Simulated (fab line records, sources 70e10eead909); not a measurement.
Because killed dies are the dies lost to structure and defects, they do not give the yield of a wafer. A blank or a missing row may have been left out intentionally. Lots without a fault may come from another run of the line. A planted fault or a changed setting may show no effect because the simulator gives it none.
Matching of chambers | flow nandHarc | 4 sister chambers for NHARC_A_STAIRCASE_TRIM_12 on rieDiel-08
The step chemistry O2, time 211.2 s. 18 wafers are shown with their chamber, then 9 later ones without.

EACH WAFER AND ITS CHAMBER
wafer  | chamber | showerheadPlenumPTorr (Torr) | rfVppV (V) | throttleValvePct (%)
L074.2 | 2       | 3.54                         | 57.2       | 17.042
L074.3 | 1       | 3.31                         | 57.2       | 17.043
L074.6 | 0       | 3.78                         | 58.2       | 17.038
L075.4 | 3       | 3.35                         | 56.9       | 17.036
L075.5 | 0       | 3.78                         | 57.1       | 17.040
L075.6 | 3       | 3.35                         | 58.4       | 17.025
L078.1 | 0       | 3.77                         | 57.9       | 17.027
L078.3 | 2       | 3.53                         | 57.2       | 17.053
L078.6 | 1       | 3.30                         | 57.1       | 17.042
L082.1 | 3       | 3.34                         | 56.8       | 17.011
L082.3 | 1       | 3.29                         | 56.1       | 17.034
L082.5 | 2       | 3.52                         | 57.7       | 17.036
L085.2 | 0       | 3.76                         | 58.0       | 17.029
L085.4 | 3       | 3.33                         | 56.1       | 17.030
L085.5 | 2       | 3.52                         | 58.4       | 17.029
L086.3 | 2       | 3.51                         | 57.7       | 17.025
L086.5 | 0       | 3.76                         | 58.0       | 17.045
L086.6 | 3       | 3.33                         | 57.5       | 17.031

SIGNATURES (averages over the wafers above)
reading               | chamber 0 | chamber 1 | chamber 2 | chamber 3 | scatter within a chamber
showerheadPlenumPTorr | 3.7700    | 3.3000    | 3.5240    | 3.3400    | 0.0104
rfVppV                | 57.840    | 56.800    | 57.640    | 57.140    | 0.622
throttleValvePct      | 17.03580  | 17.03967  | 17.03700  | 17.02660  | 0.009
Rule: for a wafer and a chamber, the distance is found by dividing, reading by reading, the gap between the wafer's reading and the chamber's mean by the reading's scatter, squaring, summing and taking the root. The wafer belongs to the nearest chamber; if the next one is less than 2 further off, it can't be placed. The scatter is the square root of a quotient: the sum, over the shown wafers, of each reading's squared deviation from its chamber's mean, divided by wafers minus chambers.

WAFERS WITHOUT THEIR CHAMBER
wafer  | showerheadPlenumPTorr (Torr) | rfVppV (V) | throttleValvePct (%)
L090.1 | 3.33                         | 56.9       | 17.023
L090.2 | 3.76                         | 58.9       | 17.062
L090.5 | 3.33                         | 57.9       | 17.030
L089.1 | 3.76                         | 58.0       | 17.040
L089.5 | 3.76                         | 59.0       | 17.034
L089.6 | 3.33                         | 57.0       | 17.042
L097.1 | 3.81                         | 58.2       | 17.026
L097.3 | 3.50                         | 58.3       | 17.032
L097.4 | 3.74                         | 57.2       | 17.040

EACH ONE'S CHAMBER
wafer  | from the rows above     | in truth
L090.1 | 3                       | 3
L090.2 | 0                       | 0
L090.5 | can't be placed: 3 or 1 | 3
L089.1 | 0                       | 0
L089.5 | 0                       | 0
L089.6 | can't be placed: 3 or 1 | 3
L097.1 | 0                       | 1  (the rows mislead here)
L097.3 | 2                       | 2
L097.4 | 0                       | 0
Correct placement for 6 of the 9. These rows do not allow placing 2 (true chamber among the candidates in 2). Placed wrongly: 1.
